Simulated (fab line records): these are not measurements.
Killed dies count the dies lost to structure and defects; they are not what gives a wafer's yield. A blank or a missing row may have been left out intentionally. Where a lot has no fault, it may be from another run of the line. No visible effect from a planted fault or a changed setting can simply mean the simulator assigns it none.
Code-filled problem report in 8D (eight disciplines) form -- flow n5_finfet -- the parts of the form that need people (team, actions taken, sign-off) are left out

== 1. WHAT IS WRONG ==
raw_defect_count at N5_FIN_SAQP_INSPECT_40 reads a mean of 1246 on 3 wafers of 2 lots; wafers without a fault read 224 with a standard deviation of 66. Relative to the usual mean, that is a shift of +15 standard deviations.
The step: inspects for defects (brightfield).
Seen first at day 3 08:28 on defect_inspect-02, wafer L208.4. The record has a number at this step for 24 wafers belonging to 8 lots. Rule for "out" (also "out of limits"): further than 4 standard deviations from the usual mean. The other wafers with a number count as sound.

== 2. WHAT THIS IS AND IS NOT ==
question,is,is not
which readings at this step,raw_defect_count,-
which lots,"L208, L209","L206, L218, L220, L221, L223, L224"
which wafers of those lots,"L208.4, L209.1, L209.6","L208.3, L208.6, L209.2"
read on which gauges,defect_inspect-02,defect_inspect-01
when,from day 3 08:28,"up to then (5 sound wafers); but 16 sound wafers of L209, L218, L220, L221, L223, L224 came after"

== 3. WHAT RULES OUT EACH SUSPECT ==
Counting: any tool at a process step up to the reading remains a suspect provided it ran every lot that is out. Sound lots after the first of them don't rule it out here, since some wafers of a struck lot are sound.
- the gauge at N5_FIN_SAQP_INSPECT_40 is ruled out. All the wafers that are out were read on defect_inspect-02, but those of them that N5_PASSIVATION_PROBE_49 has rows for are out there too, on other tools.
- ald_sin-04 at N5_FIN_SAQP_SPACER2_ALD_28 (deposits SiO2, target thk 8.1 nm, pulse time 1 s, purge time 2 s): kept. It ran every lot that is out, first L208 (day 3 07:21); its last sound lot up to then is L206 (day 2 19:17).
- In ald_sin-04 at N5_FIN_SAQP_SPACER2_ALD_28, the wafers that are out were processed in chamber 1 and their sound lot-mates in chambers 2, 3.
Remaining after the count: ald_sin-04 at N5_FIN_SAQP_SPACER2_ALD_28.

== 4. THE CAUSE (what the simulator had put in) ==
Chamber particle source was ald_sin-04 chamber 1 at N5_FIN_SAQP_SPACER2_ALD_28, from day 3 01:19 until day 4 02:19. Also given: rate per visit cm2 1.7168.
The count eliminated every tool but this one.

== 5. SEQUENCE OF EFFECTS, ordered by route ==
Each row: a reading whose mean over the struck wafers that have a number lies more than 3 standard deviations from the usual. Only readings whose record carries a usual standard deviation are examined. hours: median over the lots of the time between each lot's start at the first step of this table that gives one and its start at this step. sigmas: the change, counted in usual standard deviations.
hours,step,reading,usual,on struck wafers,change,sigmas
0,N5_FIN_SAQP_INSPECT_40,raw_defect_count,224,1246,+1022,+15
0,N5_FIN_CUT_INSPECT_10,raw_defect_count,41,1116,+1075,+90
262,N5_PASSIVATION_PROBE_49,defect_limited_yield,91.0 %,82.2,-8.8,-5.9
262,N5_PASSIVATION_PROBE_49,killed_at_front_end,39,127,+88,+8.0
262,N5_PASSIVATION_PROBE_49,killed_dies,106,211,+105,+6.2
262,N5_PASSIVATION_PROBE_49,killed_on_rim,13,34,+21,+5.1
262,N5_PASSIVATION_PROBE_49,sort_bin_5_function,5.3 %,10.4,+5.1,+5.1
262,N5_PASSIVATION_PROBE_49,sort_n_pass,1074,969,-105,-6.2
262,N5_PASSIVATION_PROBE_49,sort_yield_pct,91.0 %,82.2,-8.8,-5.9
Process steps it contains:
- N5_PASSIVATION_PROBE_49
Later steps that measure or inspect, where all struck wafers having a row at the step show a number for every such reading and not one has moved that far: N5_BEOL_M4_RC_MEAS_101.

== 6. WHAT WOULD HAVE CAUGHT IT SOONER ==
In this record the first reading out of limits at a measuring or inspecting step was taken at day 3 08:28, 7 hours after the fault began at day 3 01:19.
No tool reading at N5_FIN_SAQP_SPACER2_ALD_28 that has a usual standard deviation in the record was out on any struck wafer, so an alarm limit of 4 standard deviations on those readings would not have fired.
L209, from the lots that are out (2), started N5_FIN_SAQP_SPACER2_ALD_28 on ald_sin-04 later than day 3 08:28. Had the tool been put on hold then, it would have been spared.
